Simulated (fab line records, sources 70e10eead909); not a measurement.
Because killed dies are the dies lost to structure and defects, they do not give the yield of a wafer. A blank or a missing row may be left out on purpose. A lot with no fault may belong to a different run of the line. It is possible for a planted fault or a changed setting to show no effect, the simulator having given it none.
The tool behind it: which one?    flow nand harc    12 lots, 36 wafers sampled, at 5 steps of a route of 1302

WHAT EACH GAUGE READ, for each wafer
NHARC_A_SLIT_OVL_MEAS_10. Usual: overlay x nm -0.2 nm, standard deviation 0.8; overlay y nm 0.0 nm, standard deviation 0.82.
lot   measured      on          overlay x nm (nm)  overlay y nm (nm)  flag
L141  day 20 18:29  overlay-02  -0.7 -0.6 0.0      -0.4 -0.8 -0.6     
L144  day 22 08:43  overlay-02  0.4 -0.2 0.3       0.3 0.4 0.4        
L143  day 22 19:47  overlay-01  1.6 1.7 1.6        -0.3 -0.1 -0.6     
L145  day 23 05:15  overlay-02  1.5 1.0 1.2        0.0 -1.2 0.0       
L146  day 23 05:05  overlay-01  -0.1 0.0 -0.1      1.0 0.9 0.5        
L150  day 24 07:20  overlay-02  0.0 -0.7 -0.4      1.5 0.9 1.0        
L152  day 25 05:55  overlay-02  -0.9 -0.9 -0.4     -1.0 -1.4 -1.5     
L157  day 27 16:29  overlay-01  -0.5 -0.3 0.2      0.8 1.3 2.2        
L159  day 29 02:54  overlay-02  0.7 0.0 0.4        -0.3 0.0 -0.2      
L158  day 29 10:34  overlay-02  0.2 -0.1 0.5       -0.2 -0.4 -0.1     
L160  day 29 13:36  overlay-02  -0.1 0.1 0.1       0.0 0.7 0.1        
L161  day 29 16:30  overlay-01  -0.3 -0.4 0.3      0.2 -0.8 -0.9      

NHARC_END_SORT_01. Usual: killed at array 52, standard deviation 17; killed at other 0.9, standard deviation 1.2; killed at periphery 3.9, standard deviation 2.7; killed dies 57, standard deviation 16; killed open 3.3, standard deviation 1.9; killed short 2.5, standard deviation 1.5.
lot   measured      on         killed at array  killed at other  killed at periphery  killed dies  killed open  killed short  flag
L141  day 25 09:59  prober-02  58 52 50         1 1 1            2 2 8                61 55 59     3 5 3        2 3 5         
L144  day 26 23:50  prober-02  76 71 71         0 0 0            3 1 1                79 72 72     1 2 3        3 1 6         
L143  day 27 14:13  prober-01  32 24 28         4 1 2            0 1 8                36 26 38     3 1 7        3 4 5         
L145  day 27 23:05  prober-01  49 61 58         0 1 1            2 2 5                51 64 64     5 5 3        1 5 3         
L146  day 27 23:51  prober-02  40 27 44         0 0 1            1 3 2                41 30 47     1 2 2        2 3 3         
L150  day 29 06:17  prober-02  663 668 667      2 1 3            12 8 7               677 677 677  3 2 6        2 2 1         OFF
L152  day 30 01:46  prober-02  671 669 667      0 0 2            6 8 8                677 677 677  0 4 2        2 0 1         OFF
L157  day 32 21:14  prober-01  81 62 79         1 1 0            5 6 6                87 69 85     1 5 4        4 1 3         
L159  day 33 21:41  prober-02  24 45 37         0 0 0            5 1 4                29 46 41     2 2 7        2 3 2         
L158  day 34 14:02  prober-02  42 44 40         0 0 0            6 5 6                48 49 46     1 1 3        3 2 1         
L160  day 34 21:46  prober-01  53 49 46         0 0 0            2 3 2                55 52 48     3 3 1        3 4 0         
L161  day 34 14:47  prober-01  73 65 65         0 0 0            3 0 3                76 65 68     3 2 5        7 4 3         

TOOL THAT RAN EACH LOT (tool first, then ch and the chambers of the sampled wafers, then the start)
lot   NHARC_A_SLIT_DEP_00            NHARC_A_SLIT_DESCUM_14              NHARC_A_SLIT_ETCH_24
L141  acl dep-02 ch 0, day 20 14:41  rie diel-01 ch 0,1, day 20 18:35    rie diel-01 ch 0,1,2, day 20 18:41
L144  acl dep-03 ch 0, day 22 05:24  rie diel-08 ch 0,1,2, day 22 08:49  rie diel-08 ch 1,2, day 22 08:53
L143  acl dep-02 ch 0, day 22 16:01  rie diel-01 ch 0,1,3, day 22 19:53  rie diel-01 ch 1,2,3, day 22 19:58
L145  acl dep-02 ch 0, day 23 00:38  rie diel-08 ch 1,2,3, day 23 05:22  rie diel-08 ch 0,3, day 23 05:26
L146  acl dep-01 ch 0, day 23 01:10  rie diel-03 ch 0,2,3, day 23 05:13  rie diel-03 ch 1,2,3, day 23 05:17
L150  acl dep-02 ch 0, day 24 03:24  rie diel-03 ch 0,3, day 24 07:26    rie diel-03 ch 0,1,3, day 24 07:31
L152  acl dep-01 ch 0, day 25 02:38  rie diel-03 ch 1,2,3, day 25 06:00  rie diel-03 ch 0,1, day 25 06:05
L157  acl dep-01 ch 0, day 27 12:29  rie diel-01 ch 0,1,3, day 27 16:34  rie diel-01 ch 1,2,3, day 27 16:40
L159  acl dep-01 ch 0, day 28 22:26  rie diel-03 ch 2,3, day 29 03:00    rie diel-03 ch 1,2, day 29 03:05
L158  acl dep-02 ch 0, day 29 05:17  rie diel-03 ch 0,1,3, day 29 10:41  rie diel-03 ch 0,2,3, day 29 10:46
L160  acl dep-02 ch 0, day 29 09:08  rie diel-01 ch 0,1,3, day 29 13:42  rie diel-01 ch 0,1,3, day 29 13:47
L161  acl dep-01 ch 0, day 29 12:40  rie diel-03 ch 0,1,3, day 29 16:37  rie diel-03 ch 0,3, day 29 16:41
- NHARC_A_SLIT_DEP_00: deposits aC, target thk 6200 nm.
- NHARC_A_SLIT_DESCUM_14: chemistry O2, time 3 s.
- NHARC_A_SLIT_ETCH_24: etches the open film in CF4/CHF3, target depth 121 nm, time 60.5 s.

AS READ BY THE TOOLS THEMSELVES (means over the sampled wafers that have a number; for cases with no such wafer, the mark the record gives instead)
NHARC_A_SLIT_DEP_00. Usual: 34.999 % for throttle valve pct, sd 0.01.
lot   tool        throttle valve pct (%)  flag
L141  acl dep-02  35.000                  
L144  acl dep-03  35.003                  
L143  acl dep-02  35.011                  
L145  acl dep-02  34.994                  
L146  acl dep-01  34.996                  
L150  acl dep-02  34.991                  
L152  acl dep-01  34.996                  
L157  acl dep-01  34.997                  
L159  acl dep-01  35.000                  
L158  acl dep-02  35.003                  
L160  acl dep-02  34.997                  
L161  acl dep-01  35.012                  

NHARC_A_SLIT_DESCUM_14. Usual: drypump motor current A 5.6 A, standard deviation 0.33; oes product au 1.003 a.u., standard deviation 0.0089; rf vpp V 57.9 V, standard deviation 0.91; showerhead plenum p Torr 1.93 Torr, standard deviation 0.076; throttle valve pct 11.310 %, standard deviation 0.0091.
lot   tool         drypump motor current A (A)  oes product au (a.u.)  rf vpp V (V)  showerhead plenum p Torr (Torr)  throttle valve pct (%)  flag
L141  rie diel-01  5.1                          1.010                  57.9          1.93                             11.303                  
L144  rie diel-08  5.3                          0.995                  58.5          1.87                             11.311                  
L143  rie diel-01  5.3                          1.009                  58.1          1.91                             11.314                  
L145  rie diel-08  5.5                          1.002                  59.0          1.95                             11.314                  
L146  rie diel-03  5.7                          1.009                  57.7          1.93                             11.311                  
L150  rie diel-03  5.5                          1.007                  58.3          1.86                             11.312                  
L152  rie diel-03  5.9                          0.999                  59.0          1.98                             11.302                  
L157  rie diel-01  5.3                          1.016                  57.3          1.91                             11.310                  
L159  rie diel-03  5.8                          0.999                  56.9          1.95                             11.317                  
L158  rie diel-03  5.7                          1.004                  58.0          1.91                             11.313                  
L160  rie diel-01  5.3                          1.008                  57.4          1.91                             11.300                  
L161  rie diel-03  5.7                          1.000                  56.4          1.91                             11.315                  

NHARC_A_SLIT_ETCH_24. Usual: value, then standard deviation, for each; bias w 199.9 W / 0.65; cf4 flow sccm 100.0 sccm / 0.32; drypump motor current A 5.6 A / 0.34; oes product au 0.966 a.u. / 0.018; rf vpp V 371.1 V / 2.1; showerhead plenum p Torr 1.59 Torr / 0.06; throttle valve pct 16.802 % / 0.0097.
lot   tool         bias w (W)  cf4 flow sccm (sccm)  drypump motor current A (A)  oes product au (a.u.)  rf vpp V (V)  showerhead plenum p Torr (Torr)  throttle valve pct (%)  flag
L141  rie diel-01  200.8       99.9                  5.4                          0.971                  371.1         1.60                             16.807                  
L144  rie diel-08  200.3       99.9                  5.2                          0.962                  369.9         1.56                             16.797                  
L143  rie diel-01  199.6       100.0                 5.6                          0.976                  370.7         1.58                             16.790                  
L145  rie diel-08  200.1       100.5                 5.8                          0.982                  371.6         1.60                             16.801                  
L146  rie diel-03  199.9       100.1                 5.9                          0.960                  371.9         1.63                             16.808                  
L150  rie diel-03  -           -                     -                            -                      -             -                                -                       OFF
L152  rie diel-03  -           -                     -                            -                      -             -                                -                       OFF
L157  rie diel-01  199.8       100.1                 5.6                          0.928                  370.5         1.58                             16.808                  
L159  rie diel-03  199.4       100.2                 6.0                          0.969                  373.7         1.67                             16.801                  
L158  rie diel-03  199.6       99.9                  5.7                          0.969                  372.0         1.58                             16.810                  
L160  rie diel-01  199.5       99.9                  5.3                          0.981                  370.7         1.57                             16.804                  
L161  rie diel-03  199.6       100.3                 5.6                          0.982                  368.8         1.54                             16.797                  

THE ANSWER, worked out from the rows above alone
Rule: lot off if the mean of its wafers having a number is beyond 3 standard deviations from the usual mean. Also off: a lot with no number at a reading for which 4 or more lots have one. The other lots that the step has rows for count as sound. Order of review: gauges by route order, followed by the tools' own readings, for which a lot's mean as printed above is used. At the first step where some lot is off, the reading lying furthest off is the one used; lots without a number count as furthest.
Off, at NHARC_END_SORT_01 on killed dies: L150, L152.
If a tool, at a process step before that reading, ran all the lots that are off and no sound lot after the first of them, it fits. The gauges at NHARC_END_SORT_01 aren't tried: what is off there is off at NHARC_A_SLIT_ETCH_24 too, on other tools, and a gauge's error can't cause that. Of those tried, none fits.

WHAT WAS PUT IN BY THE SIMULATOR
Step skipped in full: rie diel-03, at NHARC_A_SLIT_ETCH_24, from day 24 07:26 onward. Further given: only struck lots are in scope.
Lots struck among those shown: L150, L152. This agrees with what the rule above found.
